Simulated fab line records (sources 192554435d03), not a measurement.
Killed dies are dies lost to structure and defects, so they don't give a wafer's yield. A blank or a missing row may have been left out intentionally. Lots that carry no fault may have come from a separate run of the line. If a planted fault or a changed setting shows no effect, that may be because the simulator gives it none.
What tool caused it? ; flow n5_finfet ; 24 lots (72 wafers sampled), 1 step of a 1938-step route

== WHAT THE GAUGES SHOWED, per wafer ==
N5_BEOL_M12_CD_MEAS_17: target cd 140 nm.
lot;measured;on;cd_nm (nm)
L075;day 16 06:58;cd_sem-02;139.4 141.3 139.5
L078;day 16 14:28;cd_sem-01;142.5 142.2 139.9
L077;day 17 14:31;cd_sem-03;137.6 140.6 142.5
L079;day 18 12:38;cd_sem-01;140.9 138.8 139.8
L074;day 18 14:39;cd_sem-03;140.7 144.0 140.7
L080;day 18 21:32;cd_sem-03;139.4 139.2 139.8
L084;day 18 21:49;cd_sem-02;141.4 138.9 141.4
L076;day 19 20:43;cd_sem-01;141.1 141.0 141.5
L081;day 20 09:29;cd_sem-01;142.2 140.3 142.5
L083;day 20 10:02;cd_sem-01;139.8 138.9 142.8
L082;day 20 13:23;cd_sem-03;140.8 140.9 140.5
L085;day 20 15:41;cd_sem-03;143.2 139.5 141.3
L087;day 20 21:37;cd_sem-02;139.4 139.2 138.7
L091;day 20 21:40;cd_sem-03;139.9 138.2 139.8
L086;day 20 22:00;cd_sem-01;136.4 138.1 139.6
L090;day 20 23:06;cd_sem-02;140.3 140.2 139.6
L088;day 21 00:56;cd_sem-01;141.0 143.0 140.6
L089;day 21 06:02;cd_sem-03;141.5 137.9 140.5
L092;day 21 22:19;cd_sem-01;141.8 140.2 144.4
L093;day 21 22:53;cd_sem-01;140.6 141.3 140.6
L095;day 22 00:38;cd_sem-03;139.4 138.9 141.3
L094;day 22 19:16;cd_sem-01;138.6 140.6 141.1
L096;day 23 03:38;cd_sem-03;136.9 138.7 138.1
L097;day 23 04:53;cd_sem-01;140.9 139.2 140.2

== TOOL THAT RAN EACH LOT (tool first, then ch and the chambers of the sampled wafers, then the start) ==
Before these readings, the record contains no process step.

== AS READ BY THE TOOLS THEMSELVES (means over the sampled wafers that have a number; for cases with no such wafer, the mark the record gives instead) ==
The record holds no such reading with a usual standard deviation.

== THE ANSWER, worked out from the rows above alone ==
Rule: what is usual is taken from the lots themselves. Put in order of their means at a reading, lots are off if they are a third of the lots or fewer, leave a main group of 4 or more, and stand apart from it by a gap of 3 or more times the standard deviation of the main group's means; of several such gaps the widest counts. Not used: any main group whose means are identical at the precision the tables above print for the reading. Also off: a lot with no number at a reading for which 4 or more lots have one. All remaining lots with rows at the step are treated as sound. Order of review: gauges by route order, followed by the tools' own readings, for which a lot's mean as printed above is used. The first step at which some lot is off is used, and at that step the reading that is off furthest; a lot without a number counts as furthest.
Across all readings shown, no lot is off: no conclusion can be drawn from this.

== WHAT WAS PUT IN BY THE SIMULATOR ==
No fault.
